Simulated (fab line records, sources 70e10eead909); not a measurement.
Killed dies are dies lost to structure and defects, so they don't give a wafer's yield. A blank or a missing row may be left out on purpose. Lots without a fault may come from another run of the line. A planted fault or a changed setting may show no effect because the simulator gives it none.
Tool commonality check | flow nand_harc | 2 lots, 6 wafers sampled

WHY IT WAS OPENED
At NHARC_END_SORT_01 the reading killed_at_array is flagged on 2 of 2 lots. Wafers without a fault read 29, standard deviation 10.
Rule: a lot is flagged when every wafer of it that has a number lies more than 4 standard deviations from that mean, or none has a number. The other lots count as sound.

lot  | measured     | on        | killed_at_array, wafer by wafer | flag
L572 | day 24 16:58 | prober-01 | 676 676 673                     | FLAGGED
L573 | day 24 22:14 | prober-02 | 675 672 676                     | FLAGGED
The numbers of the flagged lots are 675 on average: +646 against the usual, or +65 standard deviations.

WHICH TOOL RAN EACH LOT
The record holds 3 process steps before the reading, out of a route of 1159 steps. In each cell: the tool, then ch and the chambers that the sampled wafers went through, then the start.
lot  | flag    | NHARC_P_BONDPAD_DEGAS_25     | NHARC_A_ZERO_WELL_ETCH_19          | NHARC_A_ONON_D1_DEP_28
L572 | FLAGGED | pvd_sputter-02, day 11 07:21 | rie_diel-05 ch 2,3, day 11 10:29   | pecvd_onon-03, day 12 22:47
L573 | FLAGGED | pvd_sputter-01, day 12 00:59 | rie_diel-03 ch 0,2,3, day 12 04:09 | pecvd_onon-03, day 13 15:22
What these steps do:
- NHARC_P_BONDPAD_DEGAS_25: time 60 s.
- NHARC_A_ZERO_WELL_ETCH_19: etches the open film in N2/H2, target depth 80 nm, overetch 24 nm, time 87.88 s.
- NHARC_A_ONON_D1_DEP_28: target thk 1000 nm.
- NHARC_END_SORT_01

FLAGGED OVER TOTAL, TOOL BY TOOL (the gauges that took the reading come last)
step                      | tool           | lots run | flagged | share of the flagged lots | sound lots run after its first flagged lot
NHARC_P_BONDPAD_DEGAS_25  | pvd_sputter-01 | 1        | 1       | some                      | 0
NHARC_P_BONDPAD_DEGAS_25  | pvd_sputter-02 | 1        | 1       | some                      | 0
NHARC_A_ZERO_WELL_ETCH_19 | rie_diel-03    | 1        | 1       | some                      | 0
NHARC_A_ZERO_WELL_ETCH_19 | rie_diel-05    | 1        | 1       | some                      | 0
NHARC_A_ONON_D1_DEP_28    | pecvd_onon-03  | 2        | 2       | all                       | 0
NHARC_END_SORT_01         | prober-01      | 1        | 1       | some                      | 0
NHARC_END_SORT_01         | prober-02      | 1        | 1       | some                      | 0

WHAT THE TABLE ALLOWS
1 row of the table ran every flagged lot: pecvd_onon-03 at NHARC_A_ONON_D1_DEP_28.
- pecvd_onon-03 at NHARC_A_ONON_D1_DEP_28: 2 of its 2 lots flagged. It ran no sound lot before its first flagged lot in this sample, so the start can't be narrowed down.
One tool is left: pecvd_onon-03 at NHARC_A_ONON_D1_DEP_28.

WHAT THE SIMULATOR HAD PUT IN
Skipped step whole: pecvd_onon-03, from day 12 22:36 on, at NHARC_A_ONON_D1_DEP_28. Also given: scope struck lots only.
Lots struck among those shown: L572, L573. The rule above found the same.
